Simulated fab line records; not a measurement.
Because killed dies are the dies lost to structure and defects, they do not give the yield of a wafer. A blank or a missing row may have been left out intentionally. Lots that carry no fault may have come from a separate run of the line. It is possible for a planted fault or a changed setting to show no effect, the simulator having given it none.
Split-lot study / flow n5-finfet / on a route of 1938 steps: 7 lots, 21 wafers read

THE SPLIT ITSELF
At N5_BEOL_M4_COAT_05 (resist thk 30 nm), the setting spin-rpm was moved away from the recipe's 1500 rpm on 5 of the 21 wafers read, by -7.0% to +6.2%. For the rest of the wafers, this setting stayed at what the recipe calls for.

FROM THE SPLIT TO THE READING: what the file shows between them, 5 steps
- N5_BEOL_M4_EBR_07
- N5_BEOL_M4_SOFTBAKE_06: time 60 s
- N5_BEOL_M4_EXPOSE_08: exposes mask M4
- N5_BEOL_M4_PEB_09: peb time 60 s
- N5_BEOL_M4_DEVELOP_10: develop time 30 s

THE READING
CAR-EUV_of_BEOL_M4_COAT_05.thk-nm (the simulator's own value, which no gauge read), in nm, at N5_BEOL_M4_DESCUM_16 (chemistry O2, time 7 s). No usual value for it is given in the file. Across the 16 wafers here that went through the recipe, the average is 26.1 nm and the standard deviation 0.1 nm.

wafer=L074.1; tool, chamber at the split=litho-track-03, 0; spin-rpm as run, rpm=1395; against the recipe=-7.0%; CAR-EUV_of_BEOL_M4_COAT_05.thk-nm, nm=27.2; against lot-mates on the recipe=+1.2
wafer=L074.2; tool, chamber at the split=litho-track-03, 0; spin-rpm as run, rpm=1500; against the recipe=recipe; CAR-EUV_of_BEOL_M4_COAT_05.thk-nm, nm=26; against lot-mates on the recipe=-
wafer=L074.5; tool, chamber at the split=litho-track-03, 0; spin-rpm as run, rpm=1500; against the recipe=recipe; CAR-EUV_of_BEOL_M4_COAT_05.thk-nm, nm=26; against lot-mates on the recipe=-
wafer=L079.1; tool, chamber at the split=litho-track-01, 0; spin-rpm as run, rpm=1457; against the recipe=-2.9%; CAR-EUV_of_BEOL_M4_COAT_05.thk-nm, nm=26.6; against lot-mates on the recipe=+0.5
wafer=L079.2; tool, chamber at the split=litho-track-01, 0; spin-rpm as run, rpm=1500; against the recipe=recipe; CAR-EUV_of_BEOL_M4_COAT_05.thk-nm, nm=26.2; against lot-mates on the recipe=-
wafer=L079.5; tool, chamber at the split=litho-track-01, 0; spin-rpm as run, rpm=1500; against the recipe=recipe; CAR-EUV_of_BEOL_M4_COAT_05.thk-nm, nm=26; against lot-mates on the recipe=-
wafer=L081.2; tool, chamber at the split=litho-track-01, 0; spin-rpm as run, rpm=1500; against the recipe=recipe; CAR-EUV_of_BEOL_M4_COAT_05.thk-nm, nm=26.2; against lot-mates on the recipe=-
wafer=L081.4; tool, chamber at the split=litho-track-01, 0; spin-rpm as run, rpm=1500; against the recipe=recipe; CAR-EUV_of_BEOL_M4_COAT_05.thk-nm, nm=26.2; against lot-mates on the recipe=-
wafer=L081.5; tool, chamber at the split=litho-track-01, 0; spin-rpm as run, rpm=1409; against the recipe=-6.1%; CAR-EUV_of_BEOL_M4_COAT_05.thk-nm, nm=27.2; against lot-mates on the recipe=+1.0
wafer=L083.4; tool, chamber at the split=litho-track-01, 0; spin-rpm as run, rpm=1500; against the recipe=recipe; CAR-EUV_of_BEOL_M4_COAT_05.thk-nm, nm=26.2; against lot-mates on the recipe=-
wafer=L083.5; tool, chamber at the split=litho-track-01, 0; spin-rpm as run, rpm=1500; against the recipe=recipe; CAR-EUV_of_BEOL_M4_COAT_05.thk-nm, nm=26.2; against lot-mates on the recipe=-
wafer=L083.6; tool, chamber at the split=litho-track-01, 0; spin-rpm as run, rpm=1500; against the recipe=recipe; CAR-EUV_of_BEOL_M4_COAT_05.thk-nm, nm=26.2; against lot-mates on the recipe=-
wafer=L092.1; tool, chamber at the split=litho-track-03, 0; spin-rpm as run, rpm=1500; against the recipe=recipe; CAR-EUV_of_BEOL_M4_COAT_05.thk-nm, nm=26.2; against lot-mates on the recipe=-
wafer=L092.4; tool, chamber at the split=litho-track-03, 0; spin-rpm as run, rpm=1500; against the recipe=recipe; CAR-EUV_of_BEOL_M4_COAT_05.thk-nm, nm=26.2; against lot-mates on the recipe=-
wafer=L092.6; tool, chamber at the split=litho-track-03, 0; spin-rpm as run, rpm=1559; against the recipe=+3.9%; CAR-EUV_of_BEOL_M4_COAT_05.thk-nm, nm=25.6; against lot-mates on the recipe=-0.6
wafer=L095.1; tool, chamber at the split=litho-track-02, 0; spin-rpm as run, rpm=1500; against the recipe=recipe; CAR-EUV_of_BEOL_M4_COAT_05.thk-nm, nm=26; against lot-mates on the recipe=-
wafer=L095.2; tool, chamber at the split=litho-track-02, 0; spin-rpm as run, rpm=1500; against the recipe=recipe; CAR-EUV_of_BEOL_M4_COAT_05.thk-nm, nm=26; against lot-mates on the recipe=-
wafer=L095.6; tool, chamber at the split=litho-track-02, 0; spin-rpm as run, rpm=1500; against the recipe=recipe; CAR-EUV_of_BEOL_M4_COAT_05.thk-nm, nm=26; against lot-mates on the recipe=-
wafer=L094.2; tool, chamber at the split=litho-track-01, 0; spin-rpm as run, rpm=1593; against the recipe=+6.2%; CAR-EUV_of_BEOL_M4_COAT_05.thk-nm, nm=25.2; against lot-mates on the recipe=-0.8
wafer=L094.3; tool, chamber at the split=litho-track-01, 0; spin-rpm as run, rpm=1500; against the recipe=recipe; CAR-EUV_of_BEOL_M4_COAT_05.thk-nm, nm=26; against lot-mates on the recipe=-
wafer=L094.4; tool, chamber at the split=litho-track-01, 0; spin-rpm as run, rpm=1500; against the recipe=recipe; CAR-EUV_of_BEOL_M4_COAT_05.thk-nm, nm=26; against lot-mates on the recipe=-

THE FIT
A straight line over all 21 wafers: CAR-EUV_of_BEOL_M4_COAT_05.thk-nm changes by -0.157 nm for each +1% of spin-rpm; r = -0.97; the points scatter about the line by 0.1 nm.
The same after taking each lot's own level away (the mean of its wafers on the recipe; 21 wafers): -0.156 nm for each +1%; r = -0.99; scatter 0.055 nm.
That fit puts the effect of the largest move of spin-rpm on the reading at 1.1 nm.
The lots' own levels span 26.00 to 26.20 nm, that is 2.0 times the standard deviation above.
The two slopes are in agreement: the lot-to-lot level therefore moves the slope only a little.
Check: with one of the wafers moved furthest among these (-7.0%) left out of the fit, the line predicts +1.06 nm for it against its lot-mates. It came out at +1.2 nm against them.

THESE WAFERS: OTHER SPLITS
These wafers also went through other splits before the reading. Each is held against what the fit with the lots' levels taken away leaves over:
other split on the same wafers=N5_BEOL_M3_EXPOSE_25 dose-mj; wafers away from the commonest value=6; r with CAR-EUV_of_BEOL_M4_COAT_05.thk-nm (lot level and that fit taken away)=-0.58

THE WHOLE CHAIN: every reading that the file lists as answering this split, in the file's order
step=N5_BEOL_M4_COAT_05; what it does=resist thk 30 nm; reading=CAR-EUV_of_BEOL_M4_COAT_05.thk-nm (the simulator's own value, which no gauge read); change (the file's fit)=-0.167 nm for each +1% of the setting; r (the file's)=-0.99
step=N5_BEOL_M4_DEVELOP_10; what it does=develop time 30 s; reading=CAR-EUV_of_BEOL_M4_COAT_05.thk-nm (the simulator's own value, which no gauge read); change (the file's fit)=-0.151 nm for each +1% of the setting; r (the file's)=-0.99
step=N5_BEOL_M4_DESCUM_16; what it does=chemistry O2, time 7 s; reading=CAR-EUV_of_BEOL_M4_COAT_05.thk-nm (the simulator's own value, which no gauge read); change (the file's fit)=-0.157 nm for each +1% of the setting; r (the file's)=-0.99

THE FILE'S OWN FIT
CAR-EUV_of_BEOL_M4_COAT_05.thk-nm changes by -0.157 nm for each +1% of spin-rpm, r = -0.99.
